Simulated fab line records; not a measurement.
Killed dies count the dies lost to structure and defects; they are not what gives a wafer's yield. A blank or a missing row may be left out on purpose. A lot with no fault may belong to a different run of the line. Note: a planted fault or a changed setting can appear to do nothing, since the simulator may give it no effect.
Chamber matching + flow nand harc + 4 sister chambers for NHARC_P_BONDPAD_ACTIVATE_29 on rie diel-10
The step chemistry N2, time 60 s. 4 wafers are shown with their chamber, then 7 later ones without.

WAFERS WITH THEIR CHAMBER
| wafer  | chamber | oes product au (a.u.) |
|--------|---------|-----------------------|
| L078.3 | 1       | 1.007                 |
| L088.3 | 2       | 0.988                 |
| L091.1 | 0       | 0.998                 |
| L091.3 | 3       | 1.002                 |

WAFERS MISSING THEIR CHAMBER
| wafer  | oes product au (a.u.) |
|--------|-----------------------|
| L091.5 | 0.990                 |
| L093.2 | 1.014                 |
| L093.4 | 1.016                 |
| L093.5 | 1.007                 |
| L097.1 | 1.009                 |
| L097.2 | 0.988                 |
| L097.5 | 1.005                 |

WHICH CHAMBER EACH WENT THROUGH
| wafer  | from the rows above          | in truth |
|--------|------------------------------|----------|
| L091.5 | can't be placed: 2 or 0      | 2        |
| L093.2 | can't be placed: 1 or 3 or 0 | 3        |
| L093.4 | can't be placed: 1 or 3 or 0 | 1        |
| L093.5 | can't be placed: 1 or 3 or 0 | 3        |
| L097.1 | can't be placed: 1 or 3 or 0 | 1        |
| L097.2 | 2                            | 2        |
| L097.5 | can't be placed: 1 or 3 or 0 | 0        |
1 of 7 placed correctly. Can't be placed from these rows: 6 (the true chamber is among the candidates in 6). 0 placed wrongly.
How it was worked out, from the rows above alone: a wafer's distance from a chamber is the root of the sum, over the readings, of the square of ((its reading less the chamber's mean) divided by the reading's scatter). The wafer belongs to the nearest chamber; if the next one is less than 2 further off, it can't be placed. Each chamber's mean is taken over the wafers shown for it. The scatter (one wafer shown for each chamber): square how far every hidden wafer sits from the nearest shown wafer, average those squares and take the square root.
